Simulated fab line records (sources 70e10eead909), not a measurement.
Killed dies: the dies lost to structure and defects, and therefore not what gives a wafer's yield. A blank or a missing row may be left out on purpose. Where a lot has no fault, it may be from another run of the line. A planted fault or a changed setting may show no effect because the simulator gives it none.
fab line records	flow nand-harc
record lots=12	wafers=36	last-day=33
route steps=1302 shown P_ZERO_WELL@18 P_STI@73 END@1302
lots with no fault: from the same line, run without faults
start-h: hours from the record's opening day to when the first of the lot's shown wafers began	wait-h: how many hours have passed since the lot's step before this one	" unchanged from the row above	L1.1+2: one row covering several wafers at once	- no value, or no start was given	* or withheld: withheld	< > ~ a bound
route shown NAME@n: a module of which the file shows steps, and the number in the route of the first	usual: the fault-free wafers' mean and standard deviation	same: alike in all rows	chamber/n: place in a boat	sites: readings site by site	_std_site: how widely they spread, as a standard deviation	_edge_site: the outer-site mean with the inner-site mean subtracted	radius-mm: for every site, how far away it sits from the centre of the wafer	mask NAME#n: copy n	behind: the last tool/chamber to shape the wafer	hold: why the lot was held/for how many hours/how that ended	device: whichever transistor did not switch (one of n, p or np)	end of line: the same wafers' tests at the end of the route	a step given without rows: its recipe and nothing more	killed: not the wafer's yield, but the dies lost to structure and defects at the first sort	map: shows each die of a wafer: x if killed, . if not, _ if none is there
set.NAME: the run value of the setting; set.NAME@STEP: its run value at that earlier step	model.NAME: the simulator's own value behind a step, which no gauge read
the route's steps for a sample of lots (tables are steps, rows are wafers)
services: a tool's chamber out of use, with start hour (start-h, from the record's first day; less than 0 if before it), hours out, and reason
## steps
# step NHARC_P_ZERO_WELL_ETCH_62
# recipe target-depth-a=130	time-s=6.5	chf3-flow-sccm=50	ar-flow-sccm=200	rf-w=500	bias-w=200	chemistry=CHF3/Ar
# usual bias-w=199.9/0.66	drypump-motor-current-A=5.81/0.25	oes-product-au=0.960/0.022	rf-vpp-V=371.0/1.7	showerhead-plenum-p-Torr=2.36/0.075	throttle-valve-pct=20.218/0.0088
lot.wafer	tool	chamber	start-h	wait-h	bias-w	drypump-motor-current-A	oes-product-au	rf-hours-counter-h	rf-vpp-V	showerhead-plenum-p-Torr	throttle-valve-pct
L506.1	rie-diel-04	3	-	-	200.2	5.57	0.996	8	369.9	2.35	20.223
L506.5	"	1	"	"	200.3	5.60	0.971	-	373.5	2.44	20.226
L506.6	"	2	"	"	198.8	6.28	0.975	-	375.6	2.51	20.222
L507.1	rie-diel-04	0	-	-	200.4	5.92	0.991	8	372.9	2.39	20.217
L507.3	"	1	"	"	200.0	5.60	0.968	8	371.2	2.44	20.213
L507.6	"	3	"	"	200.2	5.55	0.995	-	372.2	2.35	20.220
L510.1	rie-diel-12	0	-	-	200.0	5.83	0.936	53	368.5	2.30	20.237
L510.2	"	1	"	"	199.3	5.83	0.929	52	372.4	2.39	20.223
L510.6	"	2	"	"	200.3	5.75	0.919	-	370.4	2.39	20.190
L511.3	rie-diel-04	2	-	-	199.7	6.23	0.990	22	374.5	2.50	20.208
L511.2	"	0	"	"	200.3	5.95	0.971	19	370.8	2.39	20.217
L511.5	"	2	"	"	200.6	6.23	0.981	-	375.3	2.51	20.217
L512.4	rie-diel-04	2	-	-	199.2	6.25	0.972	24	373.7	2.50	20.228
L512.6	"	3	"	"	200.5	5.52	0.970	-	371.7	2.35	20.223
L512.5	"	0	"	"	200.0	5.90	0.996	-	370.6	2.39	20.221
L513.2	rie-diel-12	3	-	-	199.3	5.59	0.928	0	368.6	2.27	20.200
L513.4	"	0	"	"	198.8	5.88	0.982	0	369.6	2.30	20.211
L513.6	"	1	"	"	199.8	5.85	0.958	-	370.4	2.39	20.209
L519.4	rie-diel-05	2	-	-	199.9	6.11	0.970	28	370.3	2.35	20.225
L519.3	"	0	"	"	200.6	5.39	0.975	31	372.8	2.32	20.224
L519.6	"	2	"	"	200.1	6.08	0.953	-	371.9	2.35	20.207
L520.2	rie-diel-04	3	-	-	199.9	5.54	0.960	50	369.7	2.34	20.233
L520.1	"	0	"	"	198.7	5.92	0.966	47	371.4	2.38	20.212
L520.3	"	2	"	"	199.6	6.22	0.968	54	374.3	2.49	20.208
L525.3	rie-diel-04	3	-	-	199.6	5.55	0.959	11	370.7	2.33	20.212
L525.4	"	0	"	"	199.5	5.94	0.959	13	371.1	2.37	20.213
L525.5	"	2	"	"	200.6	6.20	0.955	-	372.7	2.49	20.227
L526.3	rie-diel-04	3	-	-	199.7	5.56	0.970	14	370.4	2.33	20.225
L526.2	"	2	"	"	199.7	6.22	0.958	13	372.0	2.49	20.211
L526.6	"	0	"	"	200.5	5.94	0.973	-	372.2	2.37	20.217
L527.1	rie-diel-05	0	-	-	199.8	5.42	0.955	1	371.2	2.31	20.220
L527.2	"	1	"	"	200.1	6.05	0.989	1	368.1	2.22	20.216
L527.4	"	0	"	"	200.3	5.41	0.961	-	370.4	2.31	20.234
L528.6	rie-diel-12	0	-	-	198.8	5.86	0.921	-	369.3	2.28	20.215
L528.4	"	2	"	"	199.9	5.78	0.914	-	369.1	2.36	20.196
L528.5	"	3	"	"	199.2	5.58	0.898	-	368.7	2.25	20.221
# step NHARC_P_ZERO_WELL_DESCUM_26
# recipe time-s=3	o2-flow-sccm=200	ar-flow-sccm=0	bias-power-w=0	chemistry=O2
# usual drypump-motor-current-A=5.80/0.22	oes-product-au=0.997/0.014	rf-vpp-V=57.9/0.9	showerhead-plenum-p-Torr=1.92/0.06	throttle-valve-pct=11.310/0.0092
lot.wafer	tool	chamber	start-h	wait-h	drypump-motor-current-A	oes-product-au	rf-hours-counter-h	rf-vpp-V	showerhead-plenum-p-Torr	throttle-valve-pct
L506.1	rie-diel-04	2	32.94	-	6.24	1.018	8	58.4	2.06	11.307
L506.6	"	0	"	"	5.94	1.009	-	57.0	1.96	11.316
L506.5	"	1	"	"	5.64	1.006	-	59.2	2.00	11.319
L507.1	rie-diel-12	3	42.64	-	5.59	0.988	41	56.5	1.85	11.327
L507.3	"	0	"	"	5.83	0.984	44	58.5	1.88	11.307
L507.6	"	2	"	"	5.81	0.986	-	57.8	1.95	11.307
L510.1	rie-diel-04	2	72.90	-	6.24	1.006	20	59.5	2.05	11.300
L510.2	"	3	"	"	5.56	1.012	18	56.6	1.92	11.308
L510.6	"	3	"	"	5.56	1.022	-	57.6	1.92	11.302
L511.3	rie-diel-04	1	82.64	-	5.61	1.001	21	59.4	1.99	11.311
L511.2	"	2	"	"	6.24	1.004	22	58.9	2.05	11.315
L511.5	"	0	"	"	5.92	1.008	-	56.9	1.95	11.309
L512.4	rie-diel-04	0	92.53	-	5.95	1.019	21	58.7	1.95	11.313
L512.5	"	1	"	"	5.59	0.998	-	57.9	1.99	11.290
L512.6	"	2	"	"	6.22	0.999	-	56.5	2.05	11.308
L513.4	rie-diel-04	0	102.75	-	5.94	1.014	23	58.3	1.95	11.307
L513.2	"	3	"	"	5.52	1.007	24	59.0	1.92	11.295
L513.6	"	1	"	"	5.56	0.994	-	57.1	1.99	11.306
L519.3	rie-diel-12	2	162.85	-	5.79	0.998	21	57.3	1.94	11.300
L519.4	"	3	"	"	5.59	0.968	22	58.8	1.84	11.311
L519.6	"	1	"	"	5.83	1.002	-	58.0	1.94	11.325
L520.2	rie-diel-04	1	172.59	-	5.56	0.999	51	58.7	1.98	11.322
L520.3	"	2	"	"	6.25	1.019	54	58.2	2.04	11.321
L520.1	"	3	"	"	5.51	1.010	50	56.5	1.91	11.308
L525.4	rie-diel-05	2	222.89	-	6.04	0.997	50	59.6	1.91	11.318
L525.3	"	0	"	"	5.40	0.996	53	57.0	1.89	11.316
L525.5	"	3	"	"	5.74	0.989	-	57.8	1.86	11.319
L526.3	rie-diel-12	2	233.14	-	5.79	0.990	50	58.5	1.93	11.320
L526.2	"	1	"	"	5.80	1.007	45	57.3	1.93	11.311
L526.6	"	2	"	"	5.79	0.991	-	58.4	1.93	11.330
L527.1	rie-diel-12	1	242.78	-	5.82	1.005	47	58.6	1.93	11.302
L527.4	"	2	"	"	5.76	0.983	53	57.4	1.93	11.304
L527.2	"	3	"	"	5.59	0.953	50	57.7	1.83	11.298
L528.4	rie-diel-05	1	252.77	-	6.04	1.016	6	57.2	1.81	11.298
L528.6	"	0	"	"	5.40	0.994	-	56.8	1.88	11.323
L528.5	"	1	"	"	6.07	1.002	-	57.6	1.81	11.313
# step NHARC_P_ZERO_WELL_CD_MEAS_52
# recipe target-cd-nm=2000	landing-energy-ev=500
# usual cd-nm=1999.5/1.9
lot.wafer	tool	chamber	start-h	wait-h	cd-nm
L506.1	cd-sem-02	0	36.07	-	2002.2
L506.5	"	0	"	"	2001.8
L506.6	"	0	"	"	2001.3
L507.1	cd-sem-02	0	45.75	-	2000.6
L507.3	"	0	"	"	2000.2
L507.6	"	0	"	"	1999.5
L510.1	cd-sem-02	0	76.00	-	1998.4
L510.2	"	0	"	"	1999.2
L510.6	"	0	"	"	1999.7
L511.2	cd-sem-01	0	85.61	-	1998.4
L511.3	"	0	"	"	1997.8
L511.5	"	0	"	"	1998.5
L512.4	cd-sem-02	0	95.67	-	2004.3
L512.5	"	0	"	"	2000.6
L512.6	"	0	"	"	1998.0
L513.2	cd-sem-02	0	105.75	-	2000.1
L513.4	"	0	"	"	2001.4
L513.6	"	0	"	"	2002.5
L519.3	cd-sem-03	0	165.89	-	1998.5
L519.4	"	0	"	"	1998.5
L519.6	"	0	"	"	1997.7
L520.1	cd-sem-01	0	175.60	-	1998.9
L520.2	"	0	"	"	2000.3
L520.3	"	0	"	"	1995.8
L525.3	cd-sem-03	0	225.90	-	1999.0
L525.4	"	0	"	"	1998.1
L525.5	"	0	"	"	1998.5
L526.2	cd-sem-01	0	236.28	-	1996.9
L526.3	"	0	"	"	1997.4
L526.6	"	0	"	"	2000.5
L527.1	cd-sem-01	0	245.91	-	2002.1
L527.2	"	0	"	"	2000.1
L527.4	"	0	"	"	2003.1
L528.4	cd-sem-03	0	255.94	-	1998.1
L528.5	"	0	"	"	1997.4
L528.6	"	0	"	"	2001.8
# step NHARC_P_STI_HM_DEP_30
# recipe target-thk-a=800	temp-c=790	pressure-mtorr=300	time-s=873	material=Si3N4
lot.wafer	tool	chamber	start-h	wait-h
L506.1+5+6	lpcvd-02	0	51.45	4.6
L507.1+3+6	lpcvd-01	0	60.36	3.5
L510.1+2+6	lpcvd-01	1	89.50	3.5
L511.2+3+5	lpcvd-02	1	100.05	3.5
L512.4+5+6	lpcvd-01	1	108.91	3.5
L513.2+4+6	lpcvd-02	0	119.26	3.5
L519.3+4+6	lpcvd-01	0	179.10	3.5
L520.1+2+3	lpcvd-02	0	190.15	3.5
L525.3+4+5	lpcvd-02	0	242.44	3.5
L526.2+3+6	lpcvd-01	1	252.60	3.5
L527.1+2+4	lpcvd-01	1	264.71	3.5
L528.4+5+6	lpcvd-01	1	268.87	3.5
# step NHARC_P_STI_INSPECT_11
# usual raw-defect-count=5.2/2.7
lot.wafer	tool	chamber	start-h	wait-h	raw-defect-count
L506.1	defect-inspect-01	-	55.68	0.0	3
L506.5	"	-	"	"	5
L506.6	"	-	"	"	2
L507.1	defect-inspect-02	-	64.55	0.0	6
L507.3	"	-	"	"	5
L507.6	"	-	"	"	7
L510.1	defect-inspect-02	-	93.69	0.0	5
L510.2	"	-	"	"	1
L510.6	"	-	"	"	5
L511.2	defect-inspect-02	-	104.16	0.0	7
L511.3	"	-	"	"	8
L511.5	"	-	"	"	4
L512.4	defect-inspect-02	-	113.14	0.0	9
L512.5	"	-	"	"	7
L512.6	"	-	"	"	5
L513.2	defect-inspect-02	-	125.02	0.0	6
L513.4	"	-	"	"	2
L513.6	"	-	"	"	9
L519.3	defect-inspect-01	-	183.33	0.0	22
L519.4	"	-	"	"	23
L519.6	"	-	"	"	20
L520.1	defect-inspect-02	-	194.28	0.0	6
L520.2	"	-	"	"	4
L520.3	"	-	"	"	9
L525.3	defect-inspect-02	-	246.63	0.0	4
L525.4	"	-	"	"	3
L525.5	"	-	"	"	2
L526.2	defect-inspect-02	-	256.68	0.0	6
L526.3	"	-	"	"	9
L526.6	"	-	"	"	6
L527.1	defect-inspect-01	-	268.85	0.0	7
L527.2	"	-	"	"	5
L527.4	"	-	"	"	3
L528.4	defect-inspect-02	-	273.08	0.0	12
L528.5	"	-	"	"	10
L528.6	"	-	"	"	8
# step NHARC_END_SORT_01
# recipe temp-c=25
# usual killed-at-array=52/19	killed-at-other=1.0/1.2	killed-at-periphery=4.1/2.8	killed-dies=57/19	killed-open=3.1/1.7	killed-short=2.5/1.5
# same gross-dies=677
lot.wafer	tool	chamber	start-h	wait-h	killed-at-array	killed-at-other	killed-at-periphery	killed-dies	killed-open	killed-short
L519.3	prober-01	0	695.25	3.1	41	0	13	54	0	1
L519.4	prober-01	0	696.06	3.4	51	0	17	68	5	1
L519.6	prober-01	0	697.68	4.0	33	0	15	48	4	4
L525.3	prober-02	0	750.97	3.1	46	1	5	52	8	2
L525.4	prober-02	0	751.79	3.5	65	2	4	71	0	2
L525.5	prober-02	0	752.60	3.8	26	0	3	29	2	3
# killed by level:class
L519.3 A_CHANNEL_HOLE_D1:chamber-film-flake=25 P_STI:unspecified=12 A_WL_FILL:chamber-film-flake=5 A_CONTACT:chamber-film-flake=3 A_ZERO_WELL:chamber-film-flake=2 A_CHANNEL_HOLE_D2:chamber-film-flake=2 A_CHANNEL_FILL_D1:geometric-particle:short=1 P_GATE:chamber-film-flake=1
L519.4 A_CHANNEL_HOLE_D1:chamber-film-flake=33 P_STI:unspecified=14 A_WL_FILL:chamber-film-flake=6 A_ZERO_WELL:chamber-film-flake=2 A_CHANNEL_HOLE_D2:chamber-film-flake=2 A_CONTACT:chamber-film-flake=2 P_GATE:geometric-particle:open=1 A_CHANNEL_FILL_D1:geometric-particle:open=1
L519.6 A_CHANNEL_HOLE_D1:chamber-film-flake=20 P_STI:unspecified=11 A_WL_FILL:chamber-film-flake=4 A_CONTACT:chamber-film-flake=3 A_WL_FILL:geometric-particle:short=2 P_GATE:geometric-particle:short=1 P_M0:geometric-particle:short=1 P_M0:geometric-particle:open=1
L525.3 A_CHANNEL_HOLE_D1:chamber-film-flake=16 A_SLIT:chamber-film-flake=10 A_CHANNEL_HOLE_D2:chamber-film-flake=6 P_CONTACT:geometric-particle:open=2 A_DECK1_JOINT:chamber-film-flake=2 A_SGD_CUT:chamber-film-flake=2 A_WL_FILL:chamber-film-flake=2 A_CONTACT:chamber-film-flake=2
L525.4 A_CHANNEL_HOLE_D2:chamber-film-flake=28 A_SLIT:chamber-film-flake=22 A_CHANNEL_HOLE_D1:chamber-film-flake=8 A_SGD_CUT:chamber-film-flake=3 P_CONTACT:chamber-film-flake=2 A_ONON_D2:geometric-particle:short=1 A_M0:geometric-particle:short=1 P_STI:chamber-film-flake=1
L525.5 A_SLIT:chamber-film-flake=8 A_CHANNEL_HOLE_D2:chamber-film-flake=7 A_CHANNEL_HOLE_D1:chamber-film-flake=3 P_CONTACT:chamber-film-flake=2 A_SOURCE_PLATE:geometric-particle:short=1 A_CHANNEL_FILL_D1:geometric-particle:open=1 A_DECK1_JOINT:geometric-particle:short=1 A_ONON_D2:geometric-particle:short=1
## services
tool	chamber	start-h	hours	kind
rie-diel-04	0	9.90	-	clean
rie-diel-04	0	9.90	-	consumable-replace:focus-ring
rie-diel-04	1	9.90	-	clean
rie-diel-04	2	9.90	-	clean
rie-diel-04	3	9.90	-	clean
lpcvd-01	-	26.00	26.0	pm
rie-diel-12	-	28.97	0.4	repair
rie-diel-04	0	34.40	-	clean
rie-diel-04	1	34.40	-	clean
rie-diel-12	3	46.61	4.4	repair
lpcvd-02	-	48.87	1.1	repair
rie-diel-05	-	52.62	9.0	pm
rie-diel-12	-	91.75	9.0	pm
rie-diel-04	-	110.16	0.6	repair
rie-diel-12	3	169.33	4.7	repair
rie-diel-04	-	177.90	9.0	pm
lpcvd-01	-	219.70	0.2	repair
rie-diel-12	1	219.81	2.7	repair
rie-diel-05	-	229.62	9.0	pm
rie-diel-12	1	247.46	7.9	repair
rie-diel-04	0	255.46	68.1	repair
rie-diel-04	1	261.61	7.5	repair
rie-diel-12	3	262.30	14.8	repair
rie-diel-12	2	267.07	21.9	repair
## key
first-sign step=NHARC_P_STI_INSPECT_11	reading=raw-defect-count	direction=up	sigmas=6.2	usual=5.2	struck=21.7
effect step=NHARC_END_SORT_01	reading=killed-at-periphery	direction=up	sigmas=3.8	usual=4.1	struck=15
met-at NHARC_P_STI_HM_DEP_30
struck-lots L519
struck-wafers L519.3,L519.4,L519.6
tester-left-out L519
not-acting-at NHARC_P_ZERO_WELL_ETCH_62,NHARC_P_ZERO_WELL_DESCUM_26,NHARC_P_ZERO_WELL_CD_MEAS_52
onset-between 60.36 179.10
fault kind=chamber-particle-source	tool=lpcvd-01	chamber=0	onset-h=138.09	steps=NHARC_P_STI_HM_DEP_30	rate-per-visit-cm2=0.026855	end-h=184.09
# tester-left-out: of these lots the tester's yield and bins aren't shown, on N5 and GAA mostly nor the transistor test; their killed dies are dies lost to structure and defects alone, not to doping, threshold or leakage, so they don't give the yield
